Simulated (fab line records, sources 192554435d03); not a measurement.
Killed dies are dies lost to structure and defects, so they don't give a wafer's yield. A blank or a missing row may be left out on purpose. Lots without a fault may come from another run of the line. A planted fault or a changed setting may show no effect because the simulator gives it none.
Chamber matching | flow n5_finfet | N5_SDB_ETCH_25 on rie_diel-02: 4 sister chambers
The step etches SiO2 in C4F6/O2, target depth 10 nm, time 3.3 s. 4 wafers are shown with their chamber, then 8 later ones without.

WAFERS WITH THEIR CHAMBER
wafer  | chamber | showerhead_plenum_p_Torr (Torr)
L080.1 | 3       | 3.00
L080.2 | 2       | 2.81
L080.3 | 0       | 2.85
L081.1 | 1       | 2.75

WAFERS WITHOUT THEIR CHAMBER
wafer  | showerhead_plenum_p_Torr (Torr)
L081.3 | 2.80
L081.6 | 2.80
L082.4 | 2.75
L082.5 | 2.80
L082.6 | 2.75
L091.2 | 2.84
L091.4 | 2.98
L091.5 | 2.98

WHICH CHAMBER EACH WENT THROUGH
wafer  | from the rows above     | in truth
L081.3 | 2                       | 2
L081.6 | 2                       | 2
L082.4 | 1                       | 1
L082.5 | 2                       | 2
L082.6 | 1                       | 1
L091.2 | can't be placed: 0 or 2 | 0
L091.4 | 3                       | 3
L091.5 | 3                       | 3
Placed correctly: 7 of 8. Can't be placed from these rows: 1 (the true chamber is among the candidates in 1). Placed wrongly: 0.
How it was worked out, from the rows above alone: a wafer's distance from a chamber is the root of the sum, over the readings, of the square of ((its reading less the chamber's mean) divided by the reading's scatter). The wafer belongs to the nearest chamber; if the next one is less than 2 further off, it can't be placed. A chamber's mean is the mean of its shown wafers. The scatter: with one shown wafer a chamber, the root of the mean of the squares of how far each hidden wafer lies from its nearest shown one.
